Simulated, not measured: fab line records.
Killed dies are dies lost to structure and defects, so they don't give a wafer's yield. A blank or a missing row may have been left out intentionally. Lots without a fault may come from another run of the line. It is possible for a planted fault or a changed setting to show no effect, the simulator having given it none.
fab line records	flow n5Finfet
record lots=10	wafers=30	lastDay=17
route steps=1938 shown BEOL_M1@827 BEOL_M2@845 BEOL_M4@1111 PASSIVATION@1936
lots untouched by any fault: they come from a run of this same line in which no faults occurred
startH: hours from the record's first day to the start of the lot's first wafer shown	waitH: hours from the lot's prior step to this one	" as in the row above	L1.1+2: one row covering several wafers at once	- no value, or no start given	* or withheld: withheld	< > ~ a bound
route shown NAME@n: a module of which the file shows steps, and the number in the route of the first	usual: mean and standard deviation over wafers with no fault	same: alike in all rows	chamber/n: place in a boat	sites: the reading at each site	_std_site: standard deviation across them	_edge_site: mean of outer sites minus mean of inner sites	radiusMm: for every site, how far away it sits from the centre of the wafer	mask NAME#n: copy n	behind: the last tool/chamber to shape the wafer	hold: reason for holding the lot/hours on hold/outcome of the hold	device: the transistor (n, p or np) that didn't switch	end of line: tests run on the same wafers once the route is complete	where a step has no rows: the recipe by itself	killed: the dies lost at the first sort to structure and to defects; this is not the yield of the wafer	map: a wafer's dies, marking killed ones x, the rest . and places with no die _
set.NAME: the setting that was run; set.NAME@STEP: the one run at that earlier step	model.NAME: the simulator's own value behind a step, which no gauge read
one table for each step of the route and one row for each wafer, over a sample of lots
services: when a tool's chamber went out of use (startH, in hours from the record's first day, below 0 if earlier), for how many hours, and the reason
## steps
# step N5_BEOL_M1_ANNEAL_93
# recipe tempC=400	timeS=240	ambient=vacuum
# usual heaterPowerW=869/110
lot.wafer	tool	chamber	startH	waitH	heaterPowerW
L427.3	pvdSputter-02	-	126.95	0.0	826
L427.4	"	-	"	"	826
L427.6	"	-	"	"	872
L428.3	pvdSputter-02	-	136.50	0.0	856
L428.4	"	-	"	"	868
L428.5	"	-	"	"	710
L430.1	pvdSputter-01	-	145.71	0.0	909
L430.4	"	-	"	"	847
L430.5	"	-	"	"	907
L436.1	pvdSputter-02	-	177.64	0.0	695
L436.5	"	-	"	"	704
L436.6	"	-	"	"	823
L438.2	pvdSputter-03	-	196.83	0.0	786
L438.3	"	-	"	"	844
L438.4	"	-	"	"	1155
L444.2	pvdSputter-02	-	230.63	0.0	709
L444.5	"	-	"	"	820
L444.6	"	-	"	"	719
L443.1	pvdSputter-02	-	233.09	0.0	805
L443.5	"	-	"	"	860
L443.6	"	-	"	"	861
L447.2	pvdSputter-02	-	246.24	0.0	881
L447.4	"	-	"	"	808
L447.5	"	-	"	"	864
L448.4	pvdSputter-01	-	261.48	0.0	899
L448.5	"	-	"	"	931
L448.6	"	-	"	"	907
L450.4	pvdSputter-02	-	266.68	0.0	804
L450.5	"	-	"	"	869
L450.6	"	-	"	"	889
# step N5_BEOL_M1_CMP_52
# recipe stopOn=SiOC	tOverpolishS=6.8	downForcePsi=1	platenRpm=50	clearingPlatenDownForcePsi=1.5	clearingPlatenRpm=50	postCmpClean=cuAlkaline	targetThkNm=40	clearingPlatenPadVelocityMS=0.99484	padVelocityMS=0.99484
# usual barrierFieldEndpointS=24.9/0.68	headPressurePsi=0.9997/0.0021	motorCurrentA=6.3/0.58	overpolishRunS=6.800/0.01	timeToEndpointS=63/3.1
# same tOverpolishS=6.8
lot.wafer	tool	chamber	startH	waitH	barrierFieldEndpointS	headPressurePsi	motorCurrentA	overpolishRunS	timeToEndpointS
L427.3	cmp-04	2	127.93	0.3	24.7	0.9986	5.7	6.804	61
L427.4	"	3	"	"	25.3	1.0039	6.0	6.791	65
L427.6	"	1	"	"	24.8	1.0013	6.8	6.802	63
L428.3	cmp-04	2	137.35	0.2	24.5	1.0030	6.0	6.806	58
L428.4	"	3	"	"	24.2	1.0007	6.1	6.801	60
L428.5	"	2	"	"	24.6	1.0028	5.6	6.798	60
L430.1	cmp-04	2	146.61	0.3	24.9	1.0028	5.9	6.818	60
L430.4	"	0	"	"	25.1	1.0004	6.1	6.798	61
L430.5	"	1	"	"	26.3	0.9979	6.7	6.797	64
L436.1	cmp-01	3	178.60	0.4	24.2	0.9978	6.8	6.802	61
L436.6	"	0	"	"	23.6	0.9992	5.5	6.810	59
L436.5	"	1	"	"	23.5	0.9985	7.1	6.798	58
L438.2	cmp-03	1	197.68	0.2	24.2	1.0007	6.7	6.808	61
L438.3	"	2	"	"	25.8	1.0001	5.8	6.836	67
L438.4	"	3	"	"	26.2	1.0012	5.6	6.788	65
L444.2	cmp-03	2	231.67	0.3	25.7	0.9995	6.0	6.803	68
L444.5	"	1	"	"	25.9	0.9969	6.9	6.789	65
L444.6	"	2	"	"	26.3	1.0014	5.9	6.797	71
L443.1	cmp-04	3	234.09	0.3	24.8	1.0019	6.0	6.811	62
L443.5	"	1	"	"	24.6	1.0026	6.8	6.781	62
L443.6	"	2	"	"	24.9	0.9992	6.2	6.790	60
L447.4	cmp-04	1	247.37	0.2	24.8	1.0001	7.0	6.788	61
L447.2	"	2	"	"	24.8	1.0006	6.2	6.806	61
L447.5	"	0	"	"	24.5	1.0008	6.2	6.806	60
L448.4	cmp-01	1	262.39	0.2	23.9	0.9998	7.5	6.817	59
L448.6	"	0	"	"	24.0	0.9983	5.1	6.799	57
L448.5	"	1	"	"	24.0	0.9968	7.1	6.795	61
L450.4	cmp-03	1	267.63	0.1	24.8	1.0025	6.8	6.785	58
L450.5	"	1	"	"	24.8	1.0005	6.6	6.812	62
L450.6	"	2	"	"	25.8	1.0032	5.9	6.790	65
# step N5_BEOL_M2_COAT_61
# recipe resist=SOC	tempC=250	timeS=60	spinRpm=1500	resistThkNm=60
# usual dispensePressureKPa=55/4.5	heaterPowerTotalW=500.9/1.8	plateTempC=249.99/0.19
lot.wafer	tool	chamber	startH	waitH	dispensePressureKPa	heaterPowerTotalW	plateTempC
L427.3	lithoTrack-03	0	129.48	0.1	55	498.0	250.10
L427.4	"	0	"	"	55	501.2	250.27
L427.6	"	0	"	"	55	499.2	249.96
L428.3	lithoTrack-03	0	138.58	0.1	55	498.3	250.24
L428.4	"	0	"	"	55	502.8	250.01
L428.5	"	0	"	"	55	497.9	249.92
L430.1	lithoTrack-03	0	148.01	0.1	55	497.6	250.23
L430.4	"	0	"	"	55	499.7	250.12
L430.5	"	0	"	"	55	502.9	250.47
L436.1	lithoTrack-03	0	181.68	0.1	55	522.5	258.10
L436.5	"	0	"	"	55	521.8	258.25
L436.6	"	0	"	"	55	523.6	258.49
L438.2	lithoTrack-03	0	198.91	0.1	55	517.2	258.06
L438.3	"	0	"	"	55	521.1	258.09
L438.4	"	0	"	"	55	521.9	258.32
L444.2	lithoTrack-05	0	235.69	0.1	59	501.3	250.01
L444.5	"	0	"	"	59	502.5	249.98
L444.6	"	0	"	"	59	500.7	250.01
L443.1	lithoTrack-05	0	236.41	0.1	59	500.0	249.86
L443.5	"	0	"	"	59	503.2	250.08
L443.6	"	0	"	"	59	497.7	250.00
L447.2	lithoTrack-05	0	251.24	0.1	59	503.1	249.94
L447.4	"	0	"	"	59	501.7	249.72
L447.5	"	0	"	"	59	497.4	249.74
L448.4	lithoTrack-01	0	265.31	0.1	48	498.2	250.38
L448.5	"	0	"	"	48	503.2	249.96
L448.6	"	0	"	"	48	498.2	249.79
L450.4	lithoTrack-05	0	268.81	0.1	59	502.2	250.03
L450.5	"	0	"	"	59	499.8	249.93
L450.6	"	0	"	"	59	502.5	250.08
# step N5_BEOL_M2_CD_MEAS_11
# recipe targetCdNm=16.79	landingEnergyEv=500	detector=seInlens	polarity=opening
# usual cdNm=16.80/0.23
lot.wafer	tool	chamber	startH	waitH	cdNm
L427.3	cdSem-03	0	129.75	-	16.51
L427.4	"	0	"	"	16.88
L427.6	"	0	"	"	16.76
L428.3	cdSem-03	0	138.86	-	16.92
L428.4	"	0	"	"	17.20
L428.5	"	0	"	"	16.26
L430.1	cdSem-02	0	148.40	-	16.88
L430.4	"	0	"	"	16.56
L430.5	"	0	"	"	16.78
L436.1	cdSem-02	0	181.95	-	16.63
L436.5	"	0	"	"	16.43
L436.6	"	0	"	"	16.67
L438.2	cdSem-03	0	199.31	-	16.70
L438.3	"	0	"	"	17.04
L438.4	"	0	"	"	16.91
L444.2	cdSem-03	0	236.09	-	16.87
L444.5	"	0	"	"	16.51
L444.6	"	0	"	"	17.01
L443.1	cdSem-02	0	236.81	-	16.60
L443.5	"	0	"	"	16.92
L443.6	"	0	"	"	16.71
L447.2	cdSem-03	0	251.71	-	17.04
L447.4	"	0	"	"	16.43
L447.5	"	0	"	"	16.87
L448.4	cdSem-01	0	265.70	-	16.52
L448.5	"	0	"	"	16.87
L448.6	"	0	"	"	16.88
L450.4	cdSem-02	0	269.08	-	17.06
L450.5	"	0	"	"	17.00
L450.6	"	0	"	"	17.10
# step N5_BEOL_M4_RC_MEAS_101
# usual DIBL_N=36.1/1.3	DIBL_P=36.3/1.4	IOFF_N=0.162/0.024	IOFF_P=0.22/0.033	ION_N=674/9.9	ION_P=464/7.6	SS_N=71.6/0.53	SS_P=73.4/0.55	VT_N=249.4/2.9	VT_P=-249/3.3
lot.wafer	tool	chamber	startH	waitH	DIBL_N[mV/V]	DIBL_P[mV/V]	IOFF_N[nA/um]	IOFF_P[nA/um]	ION_N[uA/um]	ION_P[uA/um]	SS_N[mV/dec]	SS_P[mV/dec]	VT_N[mV]	VT_P[mV]
L427.3	prober-02	0	166.52	0.3	36.7	36.0	0.138	0.19	660	454	71.7	73.4	253.4	-253
L427.4	"	0	"	"	37.0	36.1	0.136	0.19	654	448	71.4	73.6	254.5	-252
L427.6	"	0	"	"	36.6	36.4	0.138	0.19	662	456	71.4	73.4	252.0	-251
L428.3	prober-02	0	172.21	0.3	37.1	37.7	0.190	0.26	702	481	72.4	73.6	245.7	-245
L428.4	"	0	"	"	36.4	37.5	0.172	0.24	674	467	71.5	73.7	248.4	-245
L428.5	"	0	"	"	35.0	34.8	0.144	0.20	669	463	71.5	73.3	249.2	-250
L430.1	prober-02	0	176.89	0.0	36.4	35.9	0.175	0.26	677	466	71.8	74.6	248.3	-245
L430.4	"	0	"	"	38.2	36.9	0.215	0.27	685	471	72.2	73.7	245.3	-245
L430.5	"	0	"	"	37.0	35.8	0.197	0.26	685	471	71.9	74.0	245.5	-246
L436.1	prober-02	0	209.84	0.0	37.9	37.5	0.204	0.28	696	474	72.1	74.5	243.4	-244
L436.5	"	0	"	"	35.1	34.0	0.141	0.21	682	466	71.1	72.9	251.4	-247
L436.6	"	0	"	"	38.3	38.2	0.203	0.29	680	475	72.4	74.3	243.4	-246
L438.2	prober-02	0	225.32	0.2	36.2	36.2	0.166	0.23	671	459	72.4	73.4	247.3	-250
L438.3	"	0	"	"	36.2	36.2	0.165	0.22	677	466	71.5	72.8	249.8	-250
L438.4	"	0	"	"	37.2	36.9	0.177	0.23	674	461	72.1	73.6	249.9	-247
L444.2	prober-02	0	263.85	0.2	36.5	37.6	0.176	0.24	675	464	72.2	73.6	247.8	-248
L444.5	"	0	"	"	34.6	35.0	0.140	0.20	670	463	71.5	72.8	248.8	-250
L444.6	"	0	"	"	35.2	35.9	0.153	0.22	677	468	72.1	73.0	250.4	-250
L443.1	prober-01	0	265.99	0.0	36.7	36.9	0.155	0.21	667	458	72.3	73.3	253.1	-252
L443.5	"	0	"	"	35.5	35.1	0.131	0.18	666	461	71.8	72.8	253.5	-253
L443.6	"	0	"	"	35.3	35.4	0.133	0.19	664	456	71.6	73.3	252.2	-250
L447.2	prober-02	0	284.58	0.2	38.8	38.9	0.210	0.26	690	472	72.5	74.0	246.8	-249
L447.4	"	0	"	"	36.9	36.9	0.172	0.23	682	468	72.1	73.4	248.5	-248
L447.5	"	0	"	"	37.9	38.3	0.193	0.24	681	466	71.6	74.0	247.4	-249
L450.4	prober-01	0	297.02	0.5	36.1	37.0	0.164	0.22	672	464	70.8	73.1	251.3	-248
L450.5	"	0	"	"	33.7	33.6	0.123	0.18	669	464	70.5	72.3	252.1	-251
L450.6	"	0	"	"	37.4	37.4	0.182	0.22	674	459	72.0	73.4	246.8	-249
L448.4	prober-02	0	301.76	0.5	35.8	34.9	0.142	0.22	675	465	71.0	72.7	249.5	-246
L448.5	"	0	"	"	33.6	32.3	0.111	0.18	654	461	71.4	72.7	252.1	-250
L448.6	"	0	"	"	36.4	36.6	0.154	0.24	683	470	71.3	73.4	250.5	-246
# step N5_PASSIVATION_PROBE_49
# usual defectLimitedYield=91.1/1.5	killed_at_M0_to_M3=36/11	killed_at_M4_up=13/5	killedAtContacts=13/5	killedAtFrontEnd=40/12	killedAtOther=3.3/2.3	killedDies=106/17	killedOpen=70/13	killedShort=34/7.6	sort_bin_5_function=5.3/0.96	sort_bin_6_memory=3.3/0.66	sortNPass=1074/17	sortYieldPct=91.1/1.5
# same grossDies=1180	killedAtBackSide=0	sort_bin_4_leakage[%]=0	sort_bin_8_speed[%]=0
lot.wafer	tool	chamber	startH	waitH	defectLimitedYield[%]	killed_at_M0_to_M3	killed_at_M4_up	killedAtContacts	killedAtFrontEnd	killedAtOther	killedDies	killedOpen	killedShort	sort_bin_5_function[%]	sort_bin_6_memory[%]	sortNPass	sortYieldPct[%]
L427.3	prober-02	-	265.23	0.1	91.5	31	16	15	37	1	100	66	32	4.3	3.8	1080	91.5
L427.4	prober-02	-	265.28	0.2	91.9	33	9	20	29	5	96	63	33	4.7	3.3	1084	91.9
L427.6	prober-02	-	265.38	0.3	91.1	35	13	4	45	8	105	71	33	5.0	3.7	1075	91.1
L428.3	prober-01	-	269.07	0.1	92.2	32	12	11	35	2	92	68	24	4.3	3.1	1088	92.2
L428.4	prober-01	-	269.12	0.2	93.0	32	13	7	28	3	83	56	26	3.8	2.9	1097	93.0
L428.5	prober-01	-	269.17	0.2	89.4	46	8	14	56	1	125	67	57	5.3	4.8	1055	89.4
L430.1	prober-01	-	283.69	0.0	92.4	34	8	6	37	5	90	51	38	4.7	2.5	1090	92.4
L430.4	prober-01	-	283.84	0.2	94.3	19	13	7	25	3	67	43	22	3.1	2.6	1113	94.3
L430.5	prober-01	-	283.89	0.2	94.1	20	11	6	32	1	70	47	23	3.9	1.9	1110	94.1
L436.1	prober-01	-	306.62	0.0	91.5	45	16	7	25	7	100	61	37	5.0	3.2	1080	91.5
L436.5	prober-01	-	306.82	0.2	93.7	22	13	8	25	6	74	39	33	3.7	2.5	1106	93.7
L436.6	prober-01	-	306.87	0.3	90.2	56	12	12	34	2	116	79	35	6.3	3.1	1064	90.2
L438.2	prober-01	-	320.62	0.1	93.3	20	8	11	38	2	79	51	26	4.2	2.5	1101	93.3
L438.3	prober-01	-	320.67	0.1	92.1	29	7	5	48	4	93	62	31	5.2	2.5	1087	92.1
L438.4	prober-01	-	320.72	0.2	91.9	22	15	15	37	6	95	65	29	5.0	2.8	1085	91.9
L444.2	prober-02	-	375.51	0.1	92.5	24	20	22	20	2	88	64	24	4.7	2.5	1092	92.5
L444.5	prober-02	-	375.66	0.2	93.6	15	4	23	30	4	76	46	27	4.2	1.9	1104	93.6
L444.6	prober-02	-	375.71	0.3	93.0	27	0	21	31	4	83	56	25	4.3	2.5	1097	93.0
L443.1	prober-01	-	380.62	0.0	89.7	41	15	11	50	5	122	79	41	5.6	4.3	1058	89.7
L443.5	prober-01	-	380.82	0.2	89.5	45	7	7	61	4	124	70	50	6.2	3.7	1056	89.5
L443.6	prober-01	-	380.87	0.3	92.7	19	14	16	34	3	86	63	21	4.5	2.4	1094	92.7
L447.2	prober-01	-	397.51	0.1	89.2	32	10	19	65	2	128	81	41	5.8	4.2	1052	89.2
L447.4	prober-01	-	397.61	0.2	88.6	58	5	16	53	3	135	85	46	7.2	3.6	1045	88.6
L447.5	prober-01	-	397.66	0.2	90.9	37	9	5	56	0	107	70	31	5.5	2.9	1073	90.9
L450.4	prober-01	-	408.88	0.2	92.4	40	11	8	28	3	90	58	31	4.3	3.1	1090	92.4
L450.5	prober-01	-	408.93	0.2	91.9	29	15	15	33	4	96	58	38	4.2	3.6	1084	91.9
L450.6	prober-01	-	408.98	0.3	93.1	21	9	13	36	2	81	56	24	3.2	3.4	1099	93.1
# killed by level:class
L427.3 MOL_CONTACT_COAG:geometricParticle:open=14 BEOL_M0_SAQP:geometricParticle:open=11 BEOL_M4:geometricParticle:open=7 DUMMY_GATE:geometricParticle:open=6 GATE_CUT:geometricParticle:short=6 BEOL_M0_SAQP:geometricParticle:short=6 FIN_SAQP:geometricParticle:short=5 BEOL_M1:geometricParticle:short=5
L427.4 MOL_CONTACT_COAG:geometricParticle:open=15 BEOL_M2:geometricParticle:open=10 FIN_SAQP:geometricParticle:short=5 MOL_CONTACT_COAG:geometricParticle:short=5 BEOL_M0_SAQP:geometricParticle:open=5 BEOL_M0:geometricParticle:open=5 BEOL_M1:geometricParticle:open=4 STI_FIN_REVEAL:geometricParticle:open=4
L427.6 BEOL_M0:geometricParticle:open=12 FIN_SAQP:geometricParticle:short=10 DUMMY_GATE:geometricParticle:open=9 GATE_CUT:geometricParticle:short=6 BEOL_M0_SAQP:geometricParticle:open=6 FIN_SAQP:geometricParticle:open=5 PASS1_CAP:geometricParticle:open=5 STI_FIN_REVEAL:geometricParticle:open=4
L428.3 STI_FIN_REVEAL:geometricParticle:open=11 MOL_CONTACT_COAG:geometricParticle:open=7 BEOL_M2:geometricParticle:open=7 BEOL_M0_SAQP:geometricParticle:open=5 BEOL_M1:geometricParticle:open=5 DUMMY_GATE:geometricParticle:open=4 GATE_CUT:geometricParticle:open=4 BEOL_M7:geometricParticle:open=4
L428.4 BEOL_M0_SAQP:geometricParticle:open=9 MOL_CONTACT_COAG:geometricParticle:open=7 BEOL_M2:geometricParticle:open=6 FIN_SAQP:geometricParticle:short=5 BEOL_M0:geometricParticle:open=4 STI_FIN_REVEAL:geometricParticle:open=4 BEOL_M3:geometricParticle:open=4 DUMMY_GATE:geometricParticle:short=3
L428.5 FIN_SAQP:geometricParticle:short=17 BEOL_M0_SAQP:geometricParticle:short=15 STI_FIN_REVEAL:geometricParticle:open=12 BEOL_M0_SAQP:geometricParticle:open=12 BEOL_M2:geometricParticle:open=10 MOL_CONTACT_COAG:geometricParticle:open=9 FIN_SAQP:geometricParticle:open=6 DUMMY_GATE:geometricParticle:open=5
L430.1 BEOL_M1:geometricParticle:open=11 FIN_SAQP:geometricParticle:open=9 FIN_SAQP:geometricParticle:short=8 BEOL_M0_SAQP:geometricParticle:open=7 MOL_CONTACT_COAG:geometricParticle:open=5 BEOL_M0_SAQP:geometricParticle:short=5 GATE_CUT:geometricParticle:short=4 STARTING-WAFER:geometricParticle:short=4
L430.4 BEOL_M1:geometricParticle:open=7 STI_FIN_REVEAL:geometricParticle:open=5 MOL_CONTACT_COAG:geometricParticle:open=5 BEOL_M2:geometricParticle:open=5 GATE_CUT:geometricParticle:short=4 BEOL_M4:geometricParticle:open=4 FIN_SAQP:geometricParticle:open=3 ILD0:geometricParticle:short=3
L430.5 FIN_SAQP:geometricParticle:open=6 BEOL_M4:geometricParticle:open=6 STARTING-WAFER:geometricParticle:open=6 BEOL_M1:geometricParticle:open=5 MOL_CONTACT_COAG:geometricParticle:open=4 BEOL_M0_SAQP:geometricParticle:open=4 FIN_SAQP:geometricParticle:short=3 GATE_CUT:geometricParticle:open=3
L436.1 BEOL_M0_SAQP:geometricParticle:open=12 BEOL_M1:geometricParticle:open=9 BEOL_M0_SAQP:geometricParticle:short=8 BEOL_M4:geometricParticle:open=8 MOL_CONTACT_COAG:geometricParticle:open=7 GATE_CUT:geometricParticle:short=5 BEOL_M3:geometricParticle:open=5 BEOL_M0:geometricParticle:open=4
L436.5 STI_FIN_REVEAL:geometricParticle:open=8 FIN_SAQP:geometricParticle:short=7 BEOL_M1:geometricParticle:open=7 BEOL_M0_SAQP:geometricParticle:short=6 BEOL_M4:geometricParticle:open=5 MOL_CONTACT_COAG:geometricParticle:open=4 MOL_CONTACT_COAG:geometricParticle:short=4 MIM_TOP:geometricParticle:open=4
L436.6 BEOL_M0_SAQP:geometricParticle:short=14 BEOL_M1:geometricParticle:open=12 MOL_CONTACT_COAG:geometricParticle:open=11 BEOL_M0_SAQP:geometricParticle:open=10 BEOL_M2:geometricParticle:open=10 STI_FIN_REVEAL:geometricParticle:open=7 FIN_SAQP:geometricParticle:open=5 FIN_SAQP:geometricParticle:short=5
L438.2 STI_FIN_REVEAL:geometricParticle:open=10 GATE_CUT:geometricParticle:short=8 MOL_CONTACT_COAG:geometricParticle:open=8 BEOL_M2:geometricParticle:open=5 BEOL_M3:geometricParticle:open=5 GATE_CUT:geometricParticle:open=4 BEOL_M0_SAQP:geometricParticle:open=4 FIN_SAQP:geometricParticle:short=3
L438.3 STI_FIN_REVEAL:geometricParticle:open=17 FIN_SAQP:geometricParticle:short=9 BEOL_M2:geometricParticle:open=9 BEOL_M0_SAQP:geometricParticle:open=7 GATE_CUT:geometricParticle:open=5 GATE_CUT:geometricParticle:short=4 MOL_CONTACT_COAG:geometricParticle:open=4 BEOL_M0_SAQP:geometricParticle:short=4
L438.4 MOL_CONTACT_COAG:geometricParticle:open=13 STI_FIN_REVEAL:geometricParticle:open=10 BEOL_M0_SAQP:geometricParticle:short=8 FIN_SAQP:geometricParticle:open=7 GATE_CUT:geometricParticle:short=5 BEOL_M2:geometricParticle:open=4 BEOL_M3:geometricParticle:open=4 BEOL_M4:geometricParticle:open=4
L444.2 MOL_CONTACT_COAG:geometricParticle:open=18 BEOL_M1:geometricParticle:open=11 BEOL_M4:geometricParticle:open=11 BEOL_M2:geometricParticle:open=6 FIN_SAQP:geometricParticle:short=4 MOL_CONTACT_COAG:geometricParticle:short=4 DUMMY_GATE:geometricParticle:open=3 BEOL_M4:geometricParticle:short=3
L444.5 MOL_CONTACT_COAG:geometricParticle:open=20 FIN_SAQP:geometricParticle:short=7 BEOL_M2:geometricParticle:open=5 STARTING-WAFER:geometricParticle:short=4 FIN_SAQP:geometricParticle:open=3 STI_FIN_REVEAL:geometricParticle:open=3 MOL_CONTACT_COAG:geometricParticle:short=3 BEOL_M1:geometricParticle:short=3
L444.6 MOL_CONTACT_COAG:geometricParticle:open=17 DUMMY_GATE:geometricParticle:open=7 BEOL_M0_SAQP:geometricParticle:open=7 FIN_SAQP:geometricParticle:open=5 FIN_SAQP:geometricParticle:short=5 BEOL_M2:geometricParticle:open=5 BEOL_M1:geometricParticle:open=4 MOL_CONTACT_COAG:geometricParticle:short=4
L443.1 FIN_SAQP:geometricParticle:open=19 BEOL_M0_SAQP:geometricParticle:short=13 FIN_SAQP:geometricParticle:short=10 MOL_CONTACT_COAG:geometricParticle:open=9 BEOL_M3:geometricParticle:open=8 BEOL_M2:geometricParticle:open=8 STI_FIN_REVEAL:geometricParticle:open=7 BEOL_M0_SAQP:geometricParticle:open=5
L443.5 FIN_SAQP:geometricParticle:short=17 STI_FIN_REVEAL:geometricParticle:open=12 BEOL_M0_SAQP:geometricParticle:short=12 FIN_SAQP:geometricParticle:open=11 BEOL_M1:geometricParticle:open=9 BEOL_M0_SAQP:geometricParticle:open=8 BEOL_M2:geometricParticle:open=6 MOL_CONTACT_COAG:geometricParticle:open=6
L443.6 FIN_SAQP:geometricParticle:open=13 MOL_CONTACT_COAG:geometricParticle:open=10 BEOL_M0_SAQP:geometricParticle:open=7 STI_FIN_REVEAL:geometricParticle:open=6 MOL_CONTACT_COAG:geometricParticle:short=6 BEOL_M0_SAQP:geometricParticle:short=5 BEOL_M1:geometricParticle:open=3 BEOL_M3:geometricParticle:open=3
L447.2 STI_FIN_REVEAL:geometricParticle:open=23 MOL_CONTACT_COAG:geometricParticle:open=14 BEOL_M0_SAQP:geometricParticle:short=11 BEOL_M0_SAQP:geometricParticle:open=9 FIN_SAQP:geometricParticle:short=8 FIN_SAQP:geometricParticle:open=6 DUMMY_GATE:geometricParticle:open=5 MOL_CONTACT_COAG:geometricParticle:short=5
L447.4 STI_FIN_REVEAL:geometricParticle:open=27 BEOL_M0_SAQP:geometricParticle:short=22 BEOL_M0_SAQP:geometricParticle:open=15 MOL_CONTACT_COAG:geometricParticle:open=12 BEOL_M2:geometricParticle:open=6 FIN_SAQP:geometricParticle:open=4 STI_FIN_REVEAL:geometricParticle:short=4 MOL_CONTACT_COAG:geometricParticle:short=4
L447.5 STI_FIN_REVEAL:geometricParticle:open=20 BEOL_M0_SAQP:geometricParticle:open=13 BEOL_M0_SAQP:geometricParticle:short=9 STI_FIN_REVEAL:geometricParticle:short=8 BEOL_M2:geometricParticle:open=6 HKMG_FIN:areaEtch=6 MOL_CONTACT_COAG:geometricParticle:open=5 FIN_SAQP:geometricParticle:open=4
L450.4 BEOL_M0_SAQP:geometricParticle:short=9 FIN_SAQP:geometricParticle:open=8 MOL_CONTACT_COAG:geometricParticle:open=8 BEOL_M1:geometricParticle:open=8 BEOL_M3:geometricParticle:open=8 BEOL_M0_SAQP:geometricParticle:open=7 BEOL_M4:geometricParticle:open=5 FIN_SAQP:geometricParticle:short=4
L450.5 MOL_CONTACT_COAG:geometricParticle:open=15 FIN_SAQP:geometricParticle:open=11 FIN_SAQP:geometricParticle:short=8 BEOL_M0_SAQP:geometricParticle:open=6 BEOL_M1:geometricParticle:open=5 BEOL_M3:geometricParticle:open=5 STI_FIN_REVEAL:geometricParticle:open=4 BEOL_M0_SAQP:geometricParticle:short=4
L450.6 FIN_SAQP:geometricParticle:open=11 MOL_CONTACT_COAG:geometricParticle:open=11 FIN_SAQP:geometricParticle:short=6 BEOL_M5:geometricParticle:open=6 BEOL_M3:geometricParticle:open=5 DUMMY_GATE:geometricParticle:open=5 STI_FIN_REVEAL:geometricParticle:open=4 GATE_CUT:geometricParticle:short=4
## services
tool	chamber	startH	hours	kind
cmp-01	-	104.18	4.5	pm
pvdSputter-01	-	120.55	3.7	repair
lithoTrack-05	-	127.24	-	consumableReplace:filter
cmp-04	-	131.65	2.6	repair
lithoTrack-01	-	133.15	-	consumableReplace:filter
cmp-03	-	140.44	4.0	pm
cmp-03	-	144.44	-	consumableReplace:conditioner
cmp-03	-	144.44	-	consumableReplace:pad
cmp-04	-	157.70	1.3	repair
pvdSputter-01	-	158.45	0.9	repair
cmp-04	-	169.03	0.3	repair
cmp-04	-	169.93	0.9	repair
cmp-03	-	206.71	0.7	repair
lithoTrack-03	-	207.21	-	consumableReplace:filter
cmp-03	-	233.03	3.6	repair
cmp-04	-	242.21	4.0	pm
cmp-04	-	246.21	-	consumableReplace:conditioner
cmp-04	-	246.21	-	consumableReplace:pad
lithoTrack-01	-	252.08	-	consumableReplace:filter
cmp-04	-	255.39	5.7	pm
cmp-03	-	261.61	0.8	repair
## key
firstSign step=N5_BEOL_M2_COAT_61	reading=plateTempC	direction=up	sigmas=43	usual=*	struck=*
effect step=N5_BEOL_M2_COAT_61	reading=heaterPowerTotalW	direction=up	sigmas=12	usual=*	struck=*
metAt N5_BEOL_M2_COAT_61
struckLots L436,L438
notActingAt N5_BEOL_M1_ANNEAL_93,N5_BEOL_M1_CMP_52,N5_BEOL_M2_CD_MEAS_11
onsetBetween 148.01 181.68
fault kind=processParameterDrift	tool=lithoTrack-03	chamber=-	onsetH=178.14	steps=N5_BEOL_M2_COAT_61	channel=tempC	offset=*	shape=step	endH=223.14	actsIn=*	stated=*
